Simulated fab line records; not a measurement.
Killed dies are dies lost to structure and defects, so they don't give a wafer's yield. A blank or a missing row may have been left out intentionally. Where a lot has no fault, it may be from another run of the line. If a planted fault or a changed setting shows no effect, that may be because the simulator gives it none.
Check for tools in common	flow nand harc	45 wafers sampled across 15 lots

== WHY IT WAS OPENED ==
At NHARC_A_M1_THK_MEAS_24 the reading thk nm is flagged on 3 of 15 lots. Fault-free wafers read 154.4 nm, with a standard deviation of 1.4.
Rule: a lot is flagged when every wafer of it that has a number lies more than 4 standard deviations from that mean, or none has a number. All remaining lots are regarded as sound.

lot	measured	on	thk nm (nm), wafer by wafer	flag
L937	day 18 10:28	film metro-01	154.1 152.4 153.9	
L940	day 18 11:25	film metro-01	154.5 156.6 154.9	
L936	day 18 14:09	film metro-01	154.4 152.7 152.8	
L935	day 18 21:54	film metro-01	156.5 156.7 154.2	
L938	day 18 22:04	film metro-01	154.3 156.8 153.9	
L944	day 19 14:51	film metro-01	152.6 152.1 153.9	
L945	day 20 00:50	film metro-01	31.4 30.2 29.9	FLAGGED
L942	day 20 01:56	film metro-02	31.6 31.6 30.0	FLAGGED
L950	day 20 14:38	film metro-01	30.2 29.3 29.0	FLAGGED
L948	day 21 07:24	film metro-01	153.7 152.5 154.3	
L952	day 22 04:32	film metro-01	152.1 153.0 153.8	
L954	day 22 14:08	film metro-02	154.5 154.7 155.5	
L958	day 23 01:50	film metro-02	152.4 151.9 152.6	
L956	day 23 05:52	film metro-02	154.4 152.2 154.6	
L957	day 23 08:43	film metro-01	151.5 153.7 152.6	
The numbers of the flagged lots are 30.4 nm on average: -124.0 nm against the usual, or -89 standard deviations.

== LOT BY LOT: THE TOOL USED ==
3 process steps preceding the reading are held in the record, out of 1159 steps in the route. Every cell lists first the tool, next ch and the chambers used by the sampled wafers, and last the start.
lot	flag	NHARC_A_M1_STRIP_18	NHARC_A_M1_ECD_22	NHARC_A_M1_CMP_23
L937		rie diel-08 ch 0,1,2, day 18 08:27	ecd cu-02 ch 0,1, day 18 09:26	cmp-02 ch 0,2,3, day 18 10:10
L940		rie diel-12 ch 0,1,3, day 18 09:19	ecd cu-01 ch 0,1, day 18 10:20	cmp-02 ch 0,1,3, day 18 11:07
L936		rie diel-08 ch 0,2,3, day 18 11:55	ecd cu-01 ch 0,1, day 18 12:59	cmp-03 ch 0,1,3, day 18 13:50
L935		rie diel-12 ch 0,2, day 18 19:46	ecd cu-01 ch 0,1, day 18 20:47	cmp-04 ch 0,1,3, day 18 21:37
L938		rie diel-10 ch 0,2,3, day 18 20:02	ecd cu-02 ch 0,1, day 18 21:01	cmp-04 ch 0,2,3, day 18 21:45
L944		rie diel-10 ch 1,3, day 19 12:46	ecd cu-02 ch 0,1, day 19 13:46	cmp-04 ch 0,2, day 19 14:34
L945	FLAGGED	rie diel-10 ch 0,1,3, day 19 22:47	ecd cu-02 ch 0,1, day 19 23:52	cmp-03 ch 1,2,3, day 20 00:32
L942	FLAGGED	rie diel-10 ch 1,3, day 19 23:55	ecd cu-01 ch 0,1, day 20 00:54	cmp-02 ch 0,2,3, day 20 01:39
L950	FLAGGED	rie diel-08 ch 0,2, day 20 12:35	ecd cu-01 ch 0,1, day 20 13:38	cmp-04 ch 0,3, day 20 14:19
L948		rie diel-12 ch 0,1, day 21 05:22	ecd cu-02 ch 0,1, day 21 06:25	cmp-03 ch 1,3, day 21 07:05
L952		rie diel-08 ch 1,2,3, day 22 02:29	ecd cu-01 ch 0,1, day 22 03:32	cmp-02 ch 0,2,3, day 22 04:13
L954		rie diel-10 ch 0,1,3, day 22 12:08	ecd cu-02 ch 0,1, day 22 13:12	cmp-03 ch 1,3, day 22 13:51
L958		rie diel-08 ch 0,3, day 22 23:37	ecd cu-02 ch 0,1, day 23 00:37	cmp-03 ch 2,3, day 23 01:31
L956		rie diel-08 ch 0,1,3, day 23 03:44	ecd cu-01 ch 1, day 23 04:49	cmp-02 ch 0,2, day 23 05:33
L957		rie diel-08 ch 1,3, day 23 06:38	ecd cu-01 ch 1, day 23 07:41	cmp-03 ch 0,3, day 23 08:24
What these steps do:
- NHARC_A_M1_STRIP_18: strips in N2/H2.
- NHARC_A_M1_ECD_22: material Cu, target thk 400 nm.
- NHARC_A_M1_CMP_23: polishes, t overpolish 20 s, target thk 154.34 nm.
- NHARC_A_M1_THK_MEAS_24: measures by xrf.

== FLAGGED AGAINST TOTAL, ONE TOOL AT A TIME (gauges that did the reading follow at the end) ==
step	tool	lots run	flagged	share of the flagged lots	sound lots run after its first flagged lot
NHARC_A_M1_STRIP_18	rie diel-08	7	1	some	4 (L952,L958,L956,L957)
NHARC_A_M1_STRIP_18	rie diel-10	5	2	some	1 (L954)
NHARC_A_M1_STRIP_18	rie diel-12	3	0	none	-
NHARC_A_M1_ECD_22	ecd cu-01	8	2	some	3 (L952,L956,L957)
NHARC_A_M1_ECD_22	ecd cu-02	7	1	some	3 (L948,L954,L958)
NHARC_A_M1_CMP_23	cmp-02	5	1	some	2 (L952,L956)
NHARC_A_M1_CMP_23	cmp-03	6	1	some	4 (L948,L954,L958,L957)
NHARC_A_M1_CMP_23	cmp-04	4	1	some	0
NHARC_A_M1_THK_MEAS_24	film metro-01	11	2	some	3 (L948,L952,L957)
NHARC_A_M1_THK_MEAS_24	film metro-02	4	1	some	3 (L954,L958,L956)

== WHAT THE TABLE ALLOWS ==
No row of the table ran every flagged lot.

== WHAT WAS PUT IN BY THE SIMULATOR ==
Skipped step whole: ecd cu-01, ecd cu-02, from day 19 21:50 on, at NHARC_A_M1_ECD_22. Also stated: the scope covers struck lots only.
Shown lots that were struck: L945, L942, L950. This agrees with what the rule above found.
